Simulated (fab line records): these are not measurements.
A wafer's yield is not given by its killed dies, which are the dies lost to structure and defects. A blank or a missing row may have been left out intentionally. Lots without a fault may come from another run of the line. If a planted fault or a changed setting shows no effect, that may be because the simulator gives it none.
What tool caused it? ; flow nand_harc ; 14 lots with 42 wafers sampled at 5 steps, on a route of 1159 steps

## WHAT THE GAUGES SHOWED, per wafer
NHARC_A_SOURCE_PLATE_THK_MEAS_06: measures by ellipsometry.
lot;measured;on;thk_nm (nm)
L954;day 8 02:52;film_metro-02;201.2 200.1 200.5
L955;day 8 02:52;film_metro-01;199.1 201.8 200.0
L957;day 8 12:55;film_metro-01;201.1 199.3 197.0
L959;day 8 18:31;film_metro-01;202.2 202.8 203.4
L958;day 8 18:31;film_metro-02;199.7 198.9 197.8
L961;day 9 11:32;film_metro-01;200.7 200.6 201.3
L964;day 10 04:28;film_metro-01;199.4 201.1 200.7
L968;day 11 07:39;film_metro-02;199.6 199.1 197.9
L971;day 11 17:28;film_metro-01;204.2 202.9 202.0
L970;day 11 17:28;film_metro-02;199.6 200.4 197.3
L973;day 12 07:38;film_metro-02;204.2 200.6 201.1
L972;day 12 07:38;film_metro-01;198.1 198.2 199.1
L974;day 12 12:35;film_metro-01;202.4 198.3 202.1
L975;day 13 01:21;film_metro-01;201.9 198.4 199.2

NHARC_A_ONON_D1_THK_MEAS_11: measures by ellipsometry.
lot;measured;on;thk_nm (nm)
L954;day 8 05:12;film_metro-02;1012 1012 1014
L955;day 8 05:12;film_metro-01;997 997 998
L957;day 8 15:17;film_metro-01;1015 1015 1014
L959;day 8 20:53;film_metro-02;1003 1004 1003
L958;day 8 20:52;film_metro-01;1003 1002 1001
L961;day 9 13:53;film_metro-02;1508 1505 1508
L964;day 10 06:50;film_metro-01;1520 1516 1518
L968;day 11 09:59;film_metro-01;1010 1012 1011
L971;day 11 20:07;film_metro-01;999 1000 1000
L970;day 11 19:53;film_metro-01;980 981 979
L973;day 12 09:59;film_metro-01;1008 1010 1008
L972;day 12 09:59;film_metro-02;995 994 996
L974;day 12 14:58;film_metro-02;1002 1001 1001
L975;day 13 03:42;film_metro-01;988 987 986

NHARC_END_SORT_01.
lot;measured;on;killed_at_array;killed_at_other;killed_at_periphery;killed_dies;killed_open;killed_short
L961;day 21 17:22;prober-01;677 675 674;0 0 0;0 2 3;677 677 677;7 1 8;1 0 0
L964;day 22 04:19;prober-02;675 673 675;0 0 0;2 4 2;677 677 677;3 6 3;4 2 2

## WHICH TOOL RAN EACH LOT (tool, then ch and the chambers of the sampled wafers, then the start)
lot;NHARC_A_ZERO_WELL_RTA_16;NHARC_A_ONON_D1_DEP_09
L954;rtp_anneal-01 ch 0, day 7 05:02;pecvd_onon-02 ch 0, day 8 04:48
L955;rtp_anneal-01 ch 0, day 7 05:11;pecvd_onon-01 ch 0, day 8 04:45
L957;rtp_anneal-01 ch 0, day 7 16:25;pecvd_onon-02 ch 0, day 8 14:46
L959;rtp_anneal-01 ch 0, day 7 21:37;pecvd_onon-02 ch 0, day 8 20:22
L958;rtp_anneal-01 ch 0, day 7 21:59;pecvd_onon-03 ch 0, day 8 20:20
L961;rtp_anneal-02 ch 0, day 8 17:32;pecvd_onon-02 ch 0, day 9 13:29
L964;rtp_anneal-01 ch 0, day 9 09:47;pecvd_onon-02 ch 0, day 10 06:23
L968;rtp_anneal-02 ch 0, day 10 10:56;pecvd_onon-01 ch 0, day 11 09:36
L971;rtp_anneal-01 ch 0, day 10 21:25;pecvd_onon-01 ch 0, day 11 19:37
L970;rtp_anneal-02 ch 0, day 10 22:00;pecvd_onon-03 ch 0, day 11 19:29
L973;rtp_anneal-02 ch 0, day 11 07:51;pecvd_onon-03 ch 0, day 12 09:28
L972;rtp_anneal-02 ch 0, day 11 09:20;pecvd_onon-01 ch 0, day 12 09:28
L974;rtp_anneal-02 ch 0, day 11 15:41;pecvd_onon-01 ch 0, day 12 14:31
L975;rtp_anneal-02 ch 0, day 12 01:15;pecvd_onon-02 ch 0, day 13 03:11
- NHARC_A_ZERO_WELL_RTA_16: time 10 s.
- NHARC_A_ONON_D1_DEP_09: target thk 1000 nm.

## WHAT THE TOOLS THEMSELVES READ (means of the sampled wafers that have a number; where no wafer has one, the mark that the record gives instead)
NHARC_A_ZERO_WELL_RTA_16.
lot;tool;lamp_power_pct (%);lamp_zone_3_pct (%);lamp_zone_4_pct (%);wafer_temp_C_max
L954;rtp_anneal-01;29.0;29.0;29.0;1005.4
L955;rtp_anneal-01;29.0;29.0;29.0;1005.7
L957;rtp_anneal-01;29.1;29.0;29.0;1007.2
L959;rtp_anneal-01;29.0;29.0;29.0;1005.9
L958;rtp_anneal-01;29.1;29.0;29.0;1006.9
L961;rtp_anneal-02;30.1;30.0;30.0;1005.6
L964;rtp_anneal-01;29.1;29.0;29.1;1007.4
L968;rtp_anneal-02;30.0;30.0;30.0;1006.3
L971;rtp_anneal-01;29.0;29.0;29.1;1006.2
L970;rtp_anneal-02;30.1;30.0;30.1;1005.1
L973;rtp_anneal-02;30.1;30.1;30.1;1005.5
L972;rtp_anneal-02;30.1;30.1;30.1;1004.8
L974;rtp_anneal-02;30.0;30.0;30.0;1005.9
L975;rtp_anneal-02;30.1;30.0;30.1;1004.5

NHARC_A_ONON_D1_DEP_09.
lot;tool;nh3_flow_sccm (sccm)
L954;pecvd_onon-02;500.8
L955;pecvd_onon-01;501.0
L957;pecvd_onon-02;497.7
L959;pecvd_onon-02;501.3
L958;pecvd_onon-03;498.6
L961;pecvd_onon-02;498.7
L964;pecvd_onon-02;498.2
L968;pecvd_onon-01;500.1
L971;pecvd_onon-01;498.8
L970;pecvd_onon-03;499.2
L973;pecvd_onon-03;498.8
L972;pecvd_onon-01;500.1
L974;pecvd_onon-01;500.2
L975;pecvd_onon-02;498.9

## THE ANSWER, worked out from the rows above alone
Rule: usual is defined by the lots themselves. Put in order of their means at a reading, lots are off if they are a third of the lots or fewer, leave a main group of 4 or more, and stand apart from it by a gap of 3 or more times the standard deviation of the main group's means; of several such gaps the widest counts. A main group is skipped when, at the precision printed for the reading in the tables above, its means are all equal. A lot without any number at a reading at which 4 lots or more have one is off too. The other lots that the step has rows for count as sound. Order of review: gauges by route order, followed by the tools' own readings, for which a lot's mean as printed above is used. The first step at which some lot is off is used, and at that step the reading that is off furthest; a lot without a number counts as furthest.
Off, at NHARC_A_ONON_D1_THK_MEAS_11 on thk_nm: L961, L964. Main group: mean 1001 nm, sd 9.9.
If a tool, at a process step before that reading, ran all the lots that are off and no sound lot after the first of them, it fits. Gauges at NHARC_A_ONON_D1_THK_MEAS_11: tried the same way as those tools. None of those tried fits.

## WHAT THE SIMULATOR HAD INSERTED
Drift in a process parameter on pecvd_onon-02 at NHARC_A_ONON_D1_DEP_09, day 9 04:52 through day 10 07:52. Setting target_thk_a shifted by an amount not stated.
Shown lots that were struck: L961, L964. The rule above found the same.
